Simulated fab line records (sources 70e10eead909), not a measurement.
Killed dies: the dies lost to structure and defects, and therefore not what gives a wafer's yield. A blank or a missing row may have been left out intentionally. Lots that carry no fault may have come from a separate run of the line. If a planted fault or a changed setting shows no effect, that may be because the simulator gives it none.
Chamber matching :: flow nand-harc :: 4 sister chambers for NHARC_A_STAIRCASE_ETCHBACK_157 on rie-diel-01
The step etches the open film in CH3F/O2, target depth 90 nm, time 167.14 s. 4 wafers are shown with their chamber, then 8 later ones without.

== WAFERS PAIRED WITH THEIR CHAMBERS ==
wafer: L087.5
chamber: 1
showerhead-plenum-p-Torr (Torr): 2.31

wafer: L091.2
chamber: 2
showerhead-plenum-p-Torr (Torr): 2.48

wafer: L091.6
chamber: 3
showerhead-plenum-p-Torr (Torr): 2.55

wafer: L093.2
chamber: 0
showerhead-plenum-p-Torr (Torr): 2.54

== WAFERS MISSING THEIR CHAMBER ==
wafer: L093.3
showerhead-plenum-p-Torr (Torr): 2.31

wafer: L093.4
showerhead-plenum-p-Torr (Torr): 2.48

wafer: L095.2
showerhead-plenum-p-Torr (Torr): 2.31

wafer: L095.5
showerhead-plenum-p-Torr (Torr): 2.31

wafer: L095.6
showerhead-plenum-p-Torr (Torr): 2.54

wafer: L096.3
showerhead-plenum-p-Torr (Torr): 2.47

wafer: L096.4
showerhead-plenum-p-Torr (Torr): 2.54

wafer: L096.5
showerhead-plenum-p-Torr (Torr): 2.54

== THE CHAMBER EACH PASSED THROUGH ==
wafer: L093.3
from the rows above: 1
in truth: 1

wafer: L093.4
from the rows above: 2
in truth: 2

wafer: L095.2
from the rows above: 1
in truth: 1

wafer: L095.5
from the rows above: 1
in truth: 1

wafer: L095.6
from the rows above: 0
in truth: 0

wafer: L096.3
from the rows above: 2
in truth: 2

wafer: L096.4
from the rows above: 0
in truth: 0

wafer: L096.5
from the rows above: 0
in truth: 0
8 of 8 placed correctly. Can't be placed from these rows: 0. Number placed wrongly: 0.
How it was worked out, from the rows above alone: a wafer's distance from a chamber is the root of the sum, over the readings, of the square of ((its reading less the chamber's mean) divided by the reading's scatter). If the next closest chamber is less than 2 further off than the closest, the wafer can't be placed; otherwise it belongs to the closest. Each chamber's mean is taken over the wafers shown for it. The scatter: root of mean squared gap, hidden wafer to nearest shown wafer, with one shown wafer a chamber.
